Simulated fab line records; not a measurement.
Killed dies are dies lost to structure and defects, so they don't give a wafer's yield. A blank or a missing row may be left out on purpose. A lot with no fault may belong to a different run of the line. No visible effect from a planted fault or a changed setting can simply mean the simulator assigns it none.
Lot-split experiment | flow n5_finfet | 7 lots, 39 wafers read, on a route of 1938 steps

## SPLIT DETAILS
At N5_DUMMY_GATE_ETCH_37 (etches SOC in N2/H2, target depth 60 nm, overetch 30 nm), the setting source_w was moved away from the recipe's 840 W on 15 of the 39 wafers read, by -11.1% to +9.9%. This setting was run at the recipe's value on the other wafers.

The reading comes from the split's own step.

## THE READING
rf_vpp_V, in V, at N5_DUMMY_GATE_ETCH_37 (etches SOC in N2/H2, target depth 60 nm, overetch 30 nm). Typical for fault-free wafers on this fab line: 524.1 V, with standard deviation 2.2 V.

wafer  | tool, chamber at the split | source_w as run, W | against the recipe | rf_vpp_V, V | against lot-mates on the recipe
L080.1 | rie_diel-04, 0             | 840                | recipe             | 524.7       | -
L080.2 | rie_diel-04, 3             | 922.8              | +9.9%              | 505.3       | -19.4
L080.3 | rie_diel-04, 1             | 840                | recipe             | 527.0       | -
L080.4 | rie_diel-04, 2             | 840                | recipe             | 522.4       | -
L080.5 | rie_diel-04, 3             | 922.8              | +9.9%              | 504.4       | -20.3
L080.6 | rie_diel-04, 0             | 922.8              | +9.9%              | 506.4       | -18.3
L081.1 | rie_diel-04, 1             | 840                | recipe             | 526.5       | -
L081.2 | rie_diel-04, 3             | 840                | recipe             | 520.8       | -
L081.3 | rie_diel-04, 0             | 840                | recipe             | 523.1       | -
L081.4 | rie_diel-04, 2             | 840                | recipe             | 522.3       | -
L081.5 | rie_diel-04, 1             | 840                | recipe             | 525.8       | -
L081.6 | rie_diel-04, 2             | 840                | recipe             | 522.9       | -
L082.1 | rie_diel-05, 2             | 752.1              | -10.5%             | 544.1       | +21.6
L082.2 | rie_diel-05, 1             | 752.1              | -10.5%             | 544.2       | +21.7
L082.3 | rie_diel-05, 0             | 840                | recipe             | 523.3       | -
L082.4 | rie_diel-05, 3             | 840                | recipe             | 519.5       | -
L082.5 | rie_diel-05, 2             | 840                | recipe             | 524.6       | -
L082.6 | rie_diel-05, 1             | 752.1              | -10.5%             | 545.7       | +23.2
L085.1 | rie_diel-02, 0             | 763.7              | -9.1%              | 537.9       | +13.3
L085.2 | rie_diel-02, 1             | 840                | recipe             | 526.6       | -
L085.3 | rie_diel-02, 3             | 840                | recipe             | 522.9       | -
L085.4 | rie_diel-02, 2             | 840                | recipe             | 524.2       | -
L085.5 | rie_diel-02, 0             | 763.7              | -9.1%              | 537.0       | +12.4
L085.6 | rie_diel-02, 1             | 763.7              | -9.1%              | 543.8       | +19.2
L089.1 | rie_diel-02, 2             | 788.1              | -6.2%              | 536.6       | +13.7
L089.2 | rie_diel-02, 3             | 840                | recipe             | 523.1       | -
L089.3 | rie_diel-02, 1             | 788.1              | -6.2%              | 536.2       | +13.3
L089.4 | rie_diel-02, 0             | 840                | recipe             | 518.9       | -
L089.5 | rie_diel-02, 3             | 788.1              | -6.2%              | 533.1       | +10.2
L089.6 | rie_diel-02, 2             | 840                | recipe             | 526.7       | -
L091.2 | rie_diel-04, 3             | 840                | recipe             | 520.8       | -
L091.4 | rie_diel-04, 2             | 840                | recipe             | 522.8       | -
L091.5 | rie_diel-04, 1             | 840                | recipe             | 526.7       | -
L097.1 | rie_diel-05, 0             | 747.1              | -11.1%             | 546.0       | +20.8
L097.2 | rie_diel-05, 2             | 840                | recipe             | 522.3       | -
L097.3 | rie_diel-05, 1             | 840                | recipe             | 524.9       | -
L097.4 | rie_diel-05, 3             | 840                | recipe             | 528.3       | -
L097.5 | rie_diel-05, 3             | 747.1              | -11.1%             | 549.6       | +24.4
L097.6 | rie_diel-05, 0             | 747.1              | -11.1%             | 544.6       | +19.4

THE FIT
A straight line over all 39 wafers: rf_vpp_V changes by -1.93 V for each +1% of source_w; r = -0.98; the points scatter about the line by 2.4 V.
The same after taking each lot's own level away (the mean of its wafers on the recipe; 39 wafers): -1.95 V for each +1%; r = -0.98; scatter 2.4 V.
The reading moves by 22 V for the largest change in source_w, on that fit.
The lots' own levels span 522.47 to 525.17 V, that is 1.2 times the standard deviation above.
Hence the lot-to-lot level has little effect on the slope; both slopes agree.
Check: for one of the wafers moved furthest among these (-11.1%), held out of the fit, the line's prediction against its lot-mates is +21.6 V. It came out at +20.8 V against them.
Tool readings at the split's step, against how far the setting was moved: rf_vpp_V r = -0.98.

## FILE'S OWN FIT
rf_vpp_V changes by -1.95 V for each +1% of source_w, r = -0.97.
